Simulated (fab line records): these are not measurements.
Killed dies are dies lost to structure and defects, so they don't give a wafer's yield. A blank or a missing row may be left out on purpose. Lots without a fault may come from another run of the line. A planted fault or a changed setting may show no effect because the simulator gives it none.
fab line records	flow n5Finfet
[record] lots = 7	wafers = 21	lastDay = 17
route steps=1938 shown BEOL_M10@1487 PASSIVATION@1936
lots untouched by any fault: they come from a run of this same line in which no faults occurred
startH: start of the lot's first displayed wafer, in hours after the record's first day	waitH: how many hours have passed since the lot's step before this one	" the same as in the row above	L1.1+2: a single row standing in for several wafers	- no value, or no start was given	* or withheld: withheld	< > ~ a bound
route shown NAME@n: names a module that has steps shown in the file, with the first one's number in the route	usual: mean and standard deviation over wafers with no fault	same: alike in all rows	chamber/n: place in a boat	sites: per-site readings	_std_site: the standard deviation of these	_edge_site: mean of outer sites minus mean of inner sites	radiusMm: for every site, how far away it sits from the centre of the wafer	mask NAME#n: copy n	behind: tool/chamber where the wafer was last shaped	hold: what put the lot on hold/how long, in hours/how the hold closed	device: transistor that didn't switch, given as n, p or np	end of line: the same wafers' tests at the end of the route	a step given without rows: its recipe and nothing more	killed: the dies lost at the first sort to structure and to defects; this is not the yield of the wafer	map: a wafer's dies, x killed, . not, _ none there
set.NAME: the setting that was run; set.NAME@STEP: the one run at that earlier step	model.NAME: the simulator's own value behind a step, which no gauge read
lots at some steps of the route; a table a step, a row a wafer
services: from which hour (startH, from the record's first day; less than 0 if before it) a tool's chamber was out of use, for how many hours, and why
[[steps]]
[step N5_BEOL_M10_ETCH_61]
[recipe] chemistry = CF4	target = SiARC	targetDepthA = 390	maskMaterial = CAR-ArF	timeS = 65	ionEnergyEv = 80	pressureMtorr = 40	sourceW = 545	biasW = 36	Ar_flow_sccm = 100	cf4FlowSccm = 100	ends = cleared
[usual] chamberPressureMTorr = 40.01/0.041	drypumpMotorCurrentA = 5.7/0.45	etchRfOnTimeS = 64.3/1.4	mfcArSccm = 99.96/0.28	oesProductAu = 0.69/0.069	rfFwdPowerW = 538.7/2.4	rfVppV = 184.0/1.2	showerheadPlenumPTorr = 2.14/0.064	throttleValvePct = 15.56/0.28
lot.wafer	tool	chamber	startH	waitH	chamberPressureMTorr	drypumpMotorCurrentA	etchRfOnTimeS	mfcArSccm	oesProductAu	rfFwdPowerW	rfHoursCounterH	rfVppV	showerheadPlenumPTorr	throttleValvePct
L787.3	rieDiel-05	1	260.34	0.0	39.96	5.5	65.7	99.80	0.61	537.7	226	183.7	2.13	16.20
L787.4	"	3	"	"	40.02	5.6	64.0	99.77	0.61	540.1	-	184.2	2.13	15.80
L787.5	"	1	"	"	40.01	5.5	65.4	100.03	0.61	539.4	-	184.2	2.13	16.20
L793.3	rieDiel-01	3	294.65	0.0	39.99	5.2	63.6	99.71	0.68	542.5	95	183.0	2.07	15.64
L793.4	"	3	"	"	39.99	5.2	64.2	99.16	0.69	540.0	-	183.3	2.07	15.65
L793.5	"	1	"	"	39.95	5.6	61.4	100.38	0.72	538.7	-	184.5	2.16	15.28
L798.2	rieDiel-03	0	323.16	0.0	39.94	5.5	65.1	99.81	0.77	541.5	32	184.8	2.26	15.12
L798.5	"	2	"	"	39.96	5.9	63.7	99.49	0.69	538.3	-	184.5	2.08	15.58
L798.6	"	1	"	"	39.95	6.8	63.8	99.87	0.72	536.9	-	181.7	2.08	15.55
L797.3	rieDiel-01	1	331.86	0.0	39.97	5.6	61.7	99.69	0.71	539.5	94	185.0	2.15	15.32
L797.4	"	2	"	"	40.05	5.8	65.2	99.96	0.79	535.9	27	183.4	2.09	15.64
L797.5	"	2	"	"	39.96	5.8	64.9	99.52	0.78	535.3	-	182.2	2.09	15.66
L799.2	rieDiel-05	2	337.85	0.0	39.97	6.2	65.7	100.07	0.76	540.1	28	184.8	2.17	15.38
L799.3	"	3	"	"	40.01	5.6	64.1	100.44	0.59	538.2	257	183.6	2.12	15.87
L799.4	"	0	"	"	40.04	5.6	65.5	99.63	0.64	539.4	-	185.0	2.22	15.29
L800.1	rieDiel-03	1	338.54	0.0	40.04	6.7	63.2	100.18	0.71	540.5	85	182.7	2.08	15.56
L800.4	"	3	"	"	39.92	5.6	64.7	99.58	0.65	537.5	159	185.9	2.22	15.71
L800.6	"	2	"	"	40.00	5.9	63.0	99.76	0.69	536.8	-	183.7	2.07	15.60
L801.3	rieDiel-01	3	345.42	0.0	39.96	5.2	65.0	99.73	0.66	540.5	116	184.0	2.06	15.67
L801.4	"	0	"	"	40.09	5.1	63.8	99.70	0.66	534.2	122	182.0	2.08	15.45
L801.6	"	3	"	"	40.01	5.2	65.2	99.84	0.66	543.6	-	184.5	2.06	15.68
[step N5_BEOL_M10_ETCH_62]
[recipe] chemistry = N2/H2	target = SOC	targetDepthA = 1100	overetchA = 220	maskMaterial = SiARC	tempC = 40	timeS = 165	ionEnergyEv = 200	pressureMtorr = 30	sourceW = 840	biasW = 150	n2FlowSccm = 200	h2FlowSccm = 200
[usual] chamberPressureMTorr = 30.001/0.027	drypumpMotorCurrentA = 5.7/0.45	oesProductAu = 0.68/0.065	rfFwdPowerW = 836.9/2.4	rfVppV = 523.9/2.5	showerheadPlenumPTorr = 2.54/0.087	throttleValvePct = 17.78/0.28
lot.wafer	tool	chamber	startH	waitH	chamberPressureMTorr	drypumpMotorCurrentA	oesProductAu	rfFwdPowerW	rfHoursCounterH	rfVppV	showerheadPlenumPTorr	throttleValvePct
L787.3	rieDiel-05	1	260.39	0.0	30.053	5.5	0.61	833.2	226	522.4	2.50	18.21
L787.4	"	3	"	"	30.015	5.6	0.60	835.8	-	524.1	2.51	18.01
L787.5	"	1	"	"	30.012	5.5	0.61	837.1	-	523.6	2.50	18.21
L793.3	rieDiel-01	3	294.70	0.0	29.976	5.2	0.67	841.0	95	520.4	2.46	17.84
L793.4	"	3	"	"	29.986	5.2	0.66	840.2	-	521.8	2.46	17.82
L793.5	"	1	"	"	30.005	5.6	0.71	840.1	-	524.7	2.57	17.56
L798.2	rieDiel-03	0	323.21	0.0	29.969	5.5	0.76	837.6	32	529.3	2.70	17.42
L798.5	"	2	"	"	29.976	5.9	0.68	835.7	-	522.3	2.45	17.74
L798.6	"	1	"	"	30.030	6.8	0.71	833.9	-	522.2	2.46	17.68
L797.3	rieDiel-01	1	331.91	0.0	29.998	5.6	0.68	833.6	94	524.8	2.56	17.61
L797.4	"	2	"	"	29.978	5.8	0.78	838.6	27	524.3	2.51	18.08
L797.5	"	2	"	"	30.017	5.8	0.78	836.7	-	522.5	2.51	18.09
L799.2	rieDiel-05	2	337.90	0.0	29.948	6.2	0.76	837.8	28	525.4	2.61	17.77
L799.3	"	3	"	"	30.030	5.6	0.58	839.6	257	522.5	2.50	18.05
L799.4	"	0	"	"	29.969	5.5	0.65	839.3	-	527.4	2.65	17.46
L800.1	rieDiel-03	1	338.59	0.0	29.958	6.8	0.70	831.8	85	521.5	2.46	17.68
L800.4	"	3	"	"	30.046	5.6	0.65	835.7	159	526.0	2.66	18.03
L800.6	"	2	"	"	30.006	6.0	0.67	834.0	-	522.6	2.45	17.74
L801.3	rieDiel-01	3	345.47	0.0	29.978	5.2	0.65	837.3	116	521.9	2.45	17.87
L801.4	"	0	"	"	30.024	5.1	0.65	832.7	122	519.9	2.45	17.52
L801.6	"	3	"	"	29.958	5.2	0.66	839.3	-	520.9	2.45	17.88
[step N5_BEOL_M10_STRIP_68]
[recipe] chemistry = N2/H2	tempC = 40	n2FlowSccm = 200	h2FlowSccm = 200	rfFrequencyHz = 6e+07
[step N5_BEOL_M10_STRIP_67]
[recipe] chemistry = CF4	resist = SiARC	powerW = 300	biasPowerW = 75	pressureMtorr = 50	cf4FlowSccm = 150	rfFrequencyHz = 6e+07
[usual] chamberPressureMTorr = 50.00/0.05	drypumpMotorCurrentA = 5.7/0.44	oesProductAu = 0.80/0.076	rfVppV = 271.3/1.4	showerheadPlenumPTorr = 1.79/0.053	throttleValvePct = 13.53/0.28
lot.wafer	tool	chamber	startH	waitH	chamberPressureMTorr	drypumpMotorCurrentA	oesProductAu	rfHoursCounterH	rfVppV	showerheadPlenumPTorr	throttleValvePct
L787.3	rieDiel-05	1	260.53	0.0	49.97	5.5	0.72	226	272.0	1.79	14.18
L787.4	"	3	"	"	50.05	5.6	0.70	-	270.9	1.77	13.76
L787.5	"	1	"	"	49.91	5.5	0.72	-	271.7	1.79	14.18
L793.3	rieDiel-01	3	294.85	0.0	50.00	5.2	0.79	95	269.5	1.72	13.57
L793.4	"	3	"	"	49.97	5.2	0.79	-	269.1	1.72	13.57
L793.5	"	1	"	"	49.93	5.6	0.82	-	272.3	1.81	13.26
L798.2	rieDiel-03	0	323.35	0.0	50.08	5.5	0.91	32	274.4	1.89	13.07
L798.5	"	2	"	"	50.04	5.9	0.79	-	270.4	1.74	13.54
L798.6	"	1	"	"	49.93	6.7	0.83	-	269.6	1.76	13.57
L797.3	rieDiel-01	1	332.06	0.0	49.99	5.6	0.81	94	272.1	1.81	13.31
L797.4	"	2	"	"	50.04	5.8	0.92	27	270.2	1.76	13.61
L797.5	"	2	"	"	49.97	5.8	0.92	-	270.7	1.76	13.62
L799.2	rieDiel-05	2	338.04	0.0	49.99	6.2	0.89	28	271.7	1.81	13.32
L799.3	"	3	"	"	49.97	5.6	0.68	257	270.4	1.76	13.82
L799.4	"	0	"	"	49.96	5.6	0.76	-	272.9	1.86	13.30
L800.1	rieDiel-03	1	338.74	0.0	49.93	6.7	0.82	85	269.1	1.76	13.59
L800.4	"	3	"	"	49.95	5.6	0.77	159	273.9	1.87	13.71
L800.6	"	2	"	"	49.98	5.9	0.80	-	270.1	1.74	13.55
L801.3	rieDiel-01	3	345.62	0.0	49.99	5.2	0.77	116	271.0	1.72	13.63
L801.4	"	0	"	"	50.05	5.0	0.76	122	269.6	1.75	13.44
L801.6	"	3	"	"	50.00	5.2	0.77	-	269.2	1.72	13.60
[step N5_BEOL_M10_HM_OPEN_17]
[recipe] chemistry = Cl2/BCl3	targetDepthA = 200	overetchA = 60	target = TiN	maskMaterial = SOC	ionEnergyEv = 150	pressureMtorr = 10	icpW = 1000	biasW = 126	Cl2_flow_sccm = 53.25	bcl3FlowSccm = 21.75	Ar_flow_sccm = 25
[usual] chamberPressureMTorr = 10.000/0.01	drypumpMotorCurrentA = 5.8/0.39	mfcArSccm = 25.00/0.076	oesProductAu = 0.67/0.072	rfFwdPowerW = 993/4.1	throttleValvePct = 22.14/0.23
lot.wafer	tool	chamber	startH	waitH	chamberPressureMTorr	drypumpMotorCurrentA	mfcArSccm	oesProductAu	rfFwdPowerW	rfHoursCounterH	throttleValvePct
L787.3	rieMetal-03	0	260.61	0.1	10.012	5.5	25.12	0.59	996	-	22.40
L787.4	"	1	"	"	9.981	5.9	24.94	0.73	995	-	21.73
L787.5	"	1	"	"	9.993	5.9	24.98	0.74	995	-	21.72
L793.3	rieMetal-02	0	294.92	0.1	10.001	6.0	25.02	0.63	989	-	22.17
L793.4	"	1	"	"	9.992	5.1	24.86	0.77	994	-	22.19
L793.5	"	1	"	"	9.999	5.1	24.93	0.77	995	-	22.17
L798.2	rieMetal-03	0	323.40	0.0	10.021	5.6	25.07	0.57	993	96	22.43
L798.5	"	0	"	"	9.994	5.6	25.11	0.58	994	-	22.42
L798.6	"	1	"	"	10.004	5.8	24.92	0.71	996	-	21.74
L797.3	rieMetal-02	1	332.13	0.1	10.007	5.1	25.16	0.75	987	-	22.19
L797.4	"	0	"	"	9.995	6.0	25.11	0.62	991	-	22.19
L797.5	"	1	"	"	10.007	5.1	25.00	0.77	982	-	22.17
L799.2	rieMetal-01	0	338.08	0.0	10.000	6.4	24.95	0.61	992	64	22.13
L799.3	"	0	"	"	10.009	6.4	24.87	0.61	994	-	22.11
L799.4	"	1	"	"	10.016	6.5	25.06	0.74	993	-	22.28
L800.1	rieMetal-01	1	338.78	0.0	10.007	6.5	25.06	0.76	996	10	22.28
L800.4	"	1	"	"	10.008	6.5	25.07	0.76	991	-	22.25
L800.6	"	1	"	"	10.013	6.5	24.99	0.75	995	-	22.28
L801.3	rieMetal-03	0	345.69	0.1	9.989	5.6	25.08	0.57	998	-	22.43
L801.4	"	1	"	"	9.999	5.8	25.00	0.71	998	-	21.73
L801.6	"	0	"	"	9.999	5.6	25.21	0.57	996	-	22.43
[step N5_BEOL_M10_STRIP_19]
[recipe] chemistry = O2	powerW = 400	tempC = 40	pressureMtorr = 30	rfFrequencyHz = 6e+07	biasPowerW = 0	overashFraction = 0.2	o2FlowSccm = 225
[usual] chamberPressureMTorr = 30.00/0.033	drypumpMotorCurrentA = 5.7/0.41	oesProductAu = 0.81/0.083	rfVppV = 3.6/0.67	showerheadPlenumPTorr = 2.10/0.066	throttleValvePct = 16.60/0.24
lot.wafer	tool	chamber	startH	waitH	chamberPressureMTorr	drypumpMotorCurrentA	oesProductAu	rfHoursCounterH	rfVppV	showerheadPlenumPTorr	throttleValvePct
L787.3	rieDiel-03	0	260.69	0.1	29.97	5.5	0.96	12	3.6	2.24	16.18
L787.4	"	1	"	"	30.01	6.7	0.88	57	2.4	2.06	16.63
L787.5	"	0	"	"	30.05	5.5	0.96	-	3.2	2.24	16.18
L793.3	rieDiel-01	2	295.04	0.1	29.98	5.8	0.96	11	3.3	2.05	16.68
L793.4	"	3	"	"	30.01	5.2	0.82	-	3.3	2.04	16.82
L793.5	"	2	"	"	29.94	5.8	0.95	-	3.6	2.05	16.68
L798.2	rieDiel-05	0	323.52	0.1	29.98	5.5	0.77	120	4.3	2.20	16.45
L798.5	"	0	"	"	30.02	5.5	0.76	-	3.6	2.20	16.45
L798.6	"	3	"	"	29.99	5.6	0.68	-	3.0	2.06	16.85
L797.3	rieDiel-03	3	332.24	0.1	29.95	5.7	0.78	157	2.9	2.18	16.73
L797.4	"	0	"	"	29.97	5.5	0.91	36	4.6	2.23	16.21
L797.5	"	2	"	"	29.96	5.9	0.80	-	3.5	2.04	16.71
L799.2	rieDiel-05	0	338.38	0.3	30.02	5.5	0.76	128	4.3	2.20	16.45
L799.3	"	2	"	"	30.03	6.2	0.90	28	2.8	2.12	16.42
L799.4	"	3	"	"	29.95	5.6	0.68	-	4.1	2.06	16.88
L800.1	rieDiel-01	0	338.92	0.1	30.00	5.0	0.79	120	4.3	2.04	16.54
L800.4	"	3	"	"	29.99	5.2	0.80	114	3.8	2.03	16.85
L800.6	"	3	"	"	29.99	5.2	0.79	-	4.2	2.03	16.86
L801.3	rieDiel-03	2	345.78	0.1	30.00	5.9	0.80	99	3.9	2.04	16.73
L801.4	"	0	"	"	30.08	5.5	0.90	40	2.4	2.23	16.25
L801.6	"	2	"	"	29.98	5.9	0.79	-	3.1	2.04	16.73
[step N5_BEOL_M10_CD_MEAS_18]
[recipe] pitchNm = 140	targetCdNm = 70
[usual] cdNm = 69.3/0.75
lot.wafer	tool	chamber	startH	waitH	cdNm
L787.3	cdSem-03	-	260.76	0.1	68.7
L787.4	"	-	"	"	68.9
L787.5	"	-	"	"	67.8
L793.3	cdSem-01	-	295.11	0.1	68.9
L793.4	"	-	"	"	69.4
L793.5	"	-	"	"	69.3
L798.2	cdSem-01	-	323.59	0.1	69.7
L798.5	"	-	"	"	68.3
L798.6	"	-	"	"	69.5
L797.3	cdSem-01	-	332.31	0.1	70.7
L797.4	"	-	"	"	70.0
L797.5	"	-	"	"	70.2
L799.2	cdSem-01	-	338.45	0.1	68.5
L799.3	"	-	"	"	67.9
L799.4	"	-	"	"	68.4
L800.1	cdSem-02	-	338.99	0.0	70.9
L800.4	"	-	"	"	69.2
L800.6	"	-	"	"	68.5
L801.3	cdSem-01	-	345.86	0.1	70.3
L801.4	"	-	"	"	70.4
L801.6	"	-	"	"	69.5
[step N5_BEOL_M10_COAT_63]
[recipe] resist = SOC	tempC = 250	timeS = 60	spinRpm = 1500	resistThkNm = 100
[step N5_BEOL_M10_COAT_64]
[recipe] resist = SiARC	tempC = 220	timeS = 60	spinRpm = 1500	resistThkNm = 30
[step N5_BEOL_M10_COAT_22]
[recipe] resist = CAR-ArF	spinRpm = 1500	resistThkNm = 90
[step N5_BEOL_M10_EBR_24]
[recipe] solvent = PGMEA	ebrWidthMm = 1.5
[step N5_BEOL_M10_SOFTBAKE_23]
[recipe] tempC = 110	timeS = 60	resist = CAR-ArF
[step N5_BEOL_M10_EXPOSE_25]
[recipe] maskId = V9	na = 1.35	sourceShape = annular	sigmaInner = 0.5	sigmaOuter = 0.8	polarization = unpolarized	doseMj = 85.5
[usual] exposureDoseMJCm2 = 85.48/0.082
lot.wafer	tool	chamber	startH	waitH	mask	exposureDoseMJCm2
L787.3	arfiScanner-02	0	260.92	-	V9#0	85.55
L787.4	"	0	"	"	V9#0	85.60
L787.5	"	0	"	"	V9#0	85.67
L793.3	arfiScanner-01	0	296.37	-	V9#0	85.57
L793.4	"	0	"	"	V9#0	85.42
L793.5	"	0	"	"	V9#0	85.56
L798.2	arfiScanner-01	0	324.56	-	V9#0	83.22
L798.5	"	0	"	"	V9#0	83.32
L798.6	"	0	"	"	V9#0	83.24
L797.3	arfiScanner-02	0	333.39	-	V9#0	85.59
L797.4	"	0	"	"	V9#0	85.49
L797.5	"	0	"	"	V9#0	85.52
L800.1	arfiScanner-02	0	339.57	-	V9#0	85.53
L800.4	"	0	"	"	V9#0	85.45
L800.6	"	0	"	"	V9#0	85.41
L799.2	arfiScanner-01	0	339.75	-	V9#0	83.70
L799.3	"	0	"	"	V9#0	83.77
L799.4	"	0	"	"	V9#0	83.71
L801.3	arfiScanner-01	0	346.50	-	V9#0	84.17
L801.4	"	0	"	"	V9#0	84.14
L801.6	"	0	"	"	V9#0	84.15
[step N5_BEOL_M10_PEB_26]
[recipe] pebTempC = withheld	pebTimeS = 60	resist = CAR-ArF
[step N5_PASSIVATION_PROBE_49]
[usual] defectLimitedYield = 91.5/1.4	killed_at_M0_to_M3 = 32/9.7	killed_at_M4_up = 14/5.3	killedAtContacts = 11/6	killedAtFrontEnd = 39/14	killedAtOther = 3.3/2.7	killedDies = 100/17	killedOpen = 66/13	killedShort = 32/7.4	sort_bin_4_leakage = 0.02/0.16	sort_bin_5_function = 4.9/0.9	sort_bin_6_memory = 3.2/0.72	sortNPass = 1080/17	sortYieldPct = 91.5/1.4
[same] grossDies = 1180	killedAtBackSide = 0	sort_bin_8_speed[%] = 0
lot.wafer	tool	chamber	startH	waitH	defectLimitedYield[%]	killed_at_M0_to_M3	killed_at_M4_up	killedAtContacts	killedAtFrontEnd	killedAtOther	killedDies	killedOpen	killedShort	sort_bin_4_leakage[%]	sort_bin_5_function[%]	sort_bin_6_memory[%]	sortNPass	sortYieldPct[%]
L798.2	prober-02	-	377.50	0.1	90.8	28	17	21	42	1	109	62	47	0	4.6	4.2	1071	90.8
L798.5	prober-02	-	377.65	0.2	91.9	31	8	20	36	1	96	67	29	0	4.8	2.9	1084	91.9
L798.6	prober-02	-	377.70	0.3	90.2	26	17	10	59	4	116	75	38	0	6.0	3.3	1064	90.2
L797.3	prober-01	-	382.48	0.1	92.6	27	10	13	35	2	87	63	24	0	4.2	2.8	1093	92.6
L797.4	prober-01	-	382.53	0.2	91.3	29	6	9	52	7	103	72	31	0	4.4	4.2	1077	91.3
L797.5	prober-01	-	382.58	0.2	87.5	35	9	15	84	4	147	107	40	0	6.5	5.6	1033	87.5
// killed by level:class
L798.2 MOL_CONTACT_COAG:geometricParticle:open=15 FIN_SAQP:geometricParticle:short=13 STI_FIN_REVEAL:geometricParticle:open=7 BEOL_M4:geometricParticle:open=7 BEOL_M1:geometricParticle:short=7 BEOL_M2:geometricParticle:open=7 MOL_CONTACT_COAG:geometricParticle:short=6 BEOL_M0_SAQP:geometricParticle:short=6
L798.5 MOL_CONTACT_COAG:geometricParticle:open=17 STI_FIN_REVEAL:geometricParticle:open=14 FIN_SAQP:geometricParticle:short=9 FIN_SAQP:geometricParticle:open=8 BEOL_M1:geometricParticle:short=7 BEOL_M2:geometricParticle:open=7 BEOL_M1:geometricParticle:open=5 BEOL_M0_SAQP:geometricParticle:short=3
L798.6 STI_FIN_REVEAL:geometricParticle:open=18 FIN_SAQP:geometricParticle:short=9 MOL_CONTACT_COAG:geometricParticle:open=9 FIN_SAQP:geometricParticle:open=8 BEOL_M1:geometricParticle:open=6 BEOL_M2:geometricParticle:open=5 DUMMY_GATE:geometricParticle:open=4 GATE_CUT:geometricParticle:short=4
L797.3 FIN_SAQP:geometricParticle:open=12 MOL_CONTACT_COAG:geometricParticle:open=12 STI_FIN_REVEAL:geometricParticle:open=7 BEOL_M0_SAQP:geometricParticle:open=6 BEOL_M0_SAQP:geometricParticle:short=6 BEOL_M2:geometricParticle:open=6 DUMMY_GATE:geometricParticle:open=5 FIN_SAQP:geometricParticle:short=4
L797.4 STI_FIN_REVEAL:geometricParticle:open=14 ILD0:geometricParticle:open=9 MOL_CONTACT_COAG:geometricParticle:open=8 BEOL_M0_SAQP:geometricParticle:open=8 BEOL_M3:geometricParticle:open=8 FIN_SAQP:geometricParticle:short=6 FIN_SAQP:geometricParticle:open=6 GATE_CUT:geometricParticle:short=4
L797.5 FIN_SAQP:geometricParticle:open=25 STI_FIN_REVEAL:geometricParticle:open=20 MOL_CONTACT_COAG:geometricParticle:open=13 BEOL_M2:geometricParticle:open=10 FIN_SAQP:geometricParticle:short=7 ILD0:geometricParticle:short=6 ILD0:geometricParticle:open=6 GATE_CUT:geometricParticle:short=6
[[services]]
tool	chamber	startH	hours	kind
rieMetal-03	1	241.17	12.5	repair
rieDiel-05	2	241.53	4.6	repair
rieDiel-01	2	242.59	-	clean
rieDiel-01	2	242.59	-	consumableReplace:focusRing
rieDiel-01	2	242.59	22.9	scheduledDown
arfiScanner-01	-	244.73	4.1	repair
arfiScanner-02	-	244.88	2.6	repair
arfiScanner-02	-	251.40	0.8	pm
arfiScanner-02	-	252.51	0.4	repair
rieMetal-02	0	259.68	4.2	repair
arfiScanner-01	-	268.43	3.1	pm
arfiScanner-01	-	272.24	0.8	pm
arfiScanner-01	-	274.74	1.3	pm
rieDiel-03	0	277.30	4.8	repair
arfiScanner-01	-	278.59	1.0	pm
arfiScanner-01	-	292.49	1.0	pm
rieDiel-01	0	293.25	34.3	repair
rieDiel-05	2	294.72	3.8	repair
rieMetal-01	-	296.07	2.8	pm
rieDiel-05	0	303.23	6.3	repair
rieMetal-02	1	307.60	2.2	repair
arfiScanner-02	-	322.46	1.0	pm
rieMetal-02	-	328.93	1.4	pm
arfiScanner-02	-	341.18	1.3	pm
[[key]]
[firstSign] step = N5_BEOL_M10_EXPOSE_25	reading = exposureDoseMJCm2	direction = down	sigmas = 22	usual = 85.48	struck = 83.71
effect none on later readings
metAt N5_BEOL_M10_EXPOSE_25
struckWafers L798.2,L798.5,L798.6,L799.2,L799.3,L799.4,L801.3,L801.4,L801.6
[loopTrim] step = N5_BEOL_M10_EXPOSE_25	setting = dose	lots = L799,L801
onsetBetween 296.37 324.56
[fault] kind = processParameterDrift	tool = arfiScanner-01	chamber = -	onsetH = 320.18	steps = N5_BEOL_M10_EXPOSE_25	channel = doseMj	offset = -2.1976	shape = step	actsIn = theseRecipesOnly	stated = 85.5
// loopTrim: a control loop set the setting to another value than it would have without faults
